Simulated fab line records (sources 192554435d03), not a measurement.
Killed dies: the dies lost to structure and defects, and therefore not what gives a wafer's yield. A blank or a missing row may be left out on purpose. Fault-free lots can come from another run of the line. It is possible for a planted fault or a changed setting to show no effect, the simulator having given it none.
A struck lot beside a sound one | flow n5 finfet | 26 steps out of a route of 1938
Sound: these wafers, L228.2, L228.4, L228.5. Wafers struck: L239.2, L239.4, L239.6. At the end, the cause is stated.
Order at every step that has rows: each side's tool, ch and its chambers, its first start. Under that, the readings that differ: sound wafers | struck wafers | difference of the means | sigmas: that difference in standard deviations of wafers without a fault.
alike: words and numbers the same on both sides, and readings whose means are apart by under 2 such deviations; not compared: readings that were withheld, readings missing a value for some wafer, numbers with overlapping values and no deviation given by the record, and bounds like >300 which may hide the same value.
Wherever a step has rows on one side only, a row that says differs or no value, or a row with sigmas, the two part there. Numbers that have no deviation but don't overlap get no sigmas and don't part them. A reading missing from all wafers of one side parts the sides only when that side holds two or more wafers.

first, 9 steps without rows for these wafers: N5_BEOL_M4_ILD_DEP_00 (deposits SiOC from DEMS/O2, target thk 79 nm, time 15.3 s); N5_BEOL_M4_PECVD_72 (deposits SiO2 from TEOS/O2, target thk 16 nm, time 18 s); N5_BEOL_M4_HM_DEP_02 (deposits TiN, target thk 20 nm); N5_BEOL_M4_COAT_61 (time 60 s, resist thk 60 nm); N5_BEOL_M4_COAT_62 (time 60 s, resist thk 12 nm); N5_BEOL_M4_COAT_73 (time 60 s, resist thk 5 nm); N5_BEOL_M4_COAT_05 (resist thk 30 nm); N5_BEOL_M4_EBR_07; N5_BEOL_M4_SOFTBAKE_06 (time 60 s).
N5_BEOL_M4_EXPOSE_08: exposes mask M4.
  sound on euv scanner-02 ch 0, day 8 09:47; struck on euv scanner-02 ch 0, day 11 01:45
  reading              | sound             | struck            | difference | sigmas
  exposure dose mJ cm2 | 41.11 41.21 41.17 | 38.43 38.38 38.47 | -2.74      | -40
  alike: mask
then, 2 steps without rows for these wafers: N5_BEOL_M4_PEB_09 (peb time 60 s); N5_BEOL_M4_DEVELOP_10 (develop time 30 s).
N5_BEOL_M4_CD_MEAS_11: the cd target is 16.79 nm.
  sound on cd sem-01 ch 0, day 8 09:55; struck on cd sem-02 ch 0, day 11 01:53
  reading    | sound          | struck         | difference | sigmas
  cd nm (nm) | 16.1 16.6 16.6 | 15.4 15.6 15.8 | -0.8       | -3
then, 1 step without rows for these wafers: N5_BEOL_M4_DESCUM_16 (chemistry O2, time 7 s).
N5_BEOL_M4_ETCH_74: etches underlayer in N2/H2, target depth 6.5 nm, time 5.2 s.
  sound on rie diel-06 ch 0,1,3, day 8 10:07; struck on rie diel-05 ch 0,1, day 11 02:02
  reading                         | sound          | struck         | difference | sigmas
  etch rf on time s (s)           | 5.34 5.31 5.22 | 4.79 5.06 4.76 | -0.42      | -3
  oes product au (a.u.)           | 0.60 0.68 0.59 | 0.86 0.79 0.85 | +0.21      | +3
  showerhead plenum p Torr (Torr) | 2.51 2.57 2.51 | 2.71 2.71 2.71 | +0.18      | +2
  model.BEOL_M4.cd offset nm (nm) | -0.2 0 -0.4    | -1.2 -1.2 -1.4 | -1.1       |
  alike: drypump motor current A, rf vpp V, throttle valve pct
  not compared: rf hours counter h
then, 5 steps without rows for these wafers: N5_BEOL_M4_ETCH_63 (etches SiARC in CF4, target depth 15.6 nm, time 26 s); N5_BEOL_M4_ETCH_64 (etches SOC in N2/H2, target depth 75 nm, overetch 22.5 nm, time 121.9 s); N5_BEOL_M4_STRIP_65 (strips in N2/H2); N5_BEOL_M4_STRIP_75 (strips in N2/H2); N5_BEOL_M4_STRIP_66 (strips in CF4).
N5_BEOL_M4_HM_OPEN_17: chemistry Cl2/BCl3, target TiN, target depth 20 nm, overetch 6 nm.
  sound on rie metal-03 ch 0,1, day 8 10:20; struck on rie metal-03 ch 0,1, day 11 02:15
  reading                         | sound         | struck     | difference | sigmas
  model.BEOL_M4.cd offset nm (nm) | -0.4 0.2 -0.6 | -1 -1.2 -1 | -1         |
  alike: drypump motor current A, he backside leak sccm, oes product au, throttle valve pct
  not compared: rf hours counter h
then, 1 step without rows for these wafers: N5_BEOL_M4_STRIP_19 (strips in O2).
N5_BEOL_M4_CD_MEAS_18: pitch 36 nm, target cd 18 nm.
  sound on cd sem-03 at day 8 10:31; struck on cd sem-01 at day 11 02:26
  reading    | sound          | struck         | difference | sigmas
  cd nm (nm) | 17.6 18.6 17.2 | 16.9 16.5 17.1 | -1.0       | -2
then, 1 step without rows for these wafers: N5_BEOL_M4_COAT_67 (time 60 s, resist thk 60 nm).
N5_BEOL_M4_RC_MEAS_101:
  the record has rows for the sound wafers here (prober-01 ch 0, day 9 05:19) and none for the struck ones
-- the record jumps here: 5 days lie between the struck wafers' starts before and after (it left off in module BEOL_M4 and takes up again in module PASSIVATION, whose first step shown is number 1936 of the route) --
N5_PASSIVATION_PROBE_49:
  the record has rows for the struck wafers here (prober-02, day 15 23:16) and none for the sound ones

## WHERE THEY PART
Last at N5_PASSIVATION_PROBE_49 as far as this record goes, first at N5_BEOL_M4_EXPOSE_08.

WHY: what had been put in by the simulator
Process parameters drifting: euv scanner-02 at N5_BEOL_M4_EXPOSE_08, beginning at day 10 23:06. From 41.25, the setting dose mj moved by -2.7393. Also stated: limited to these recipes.
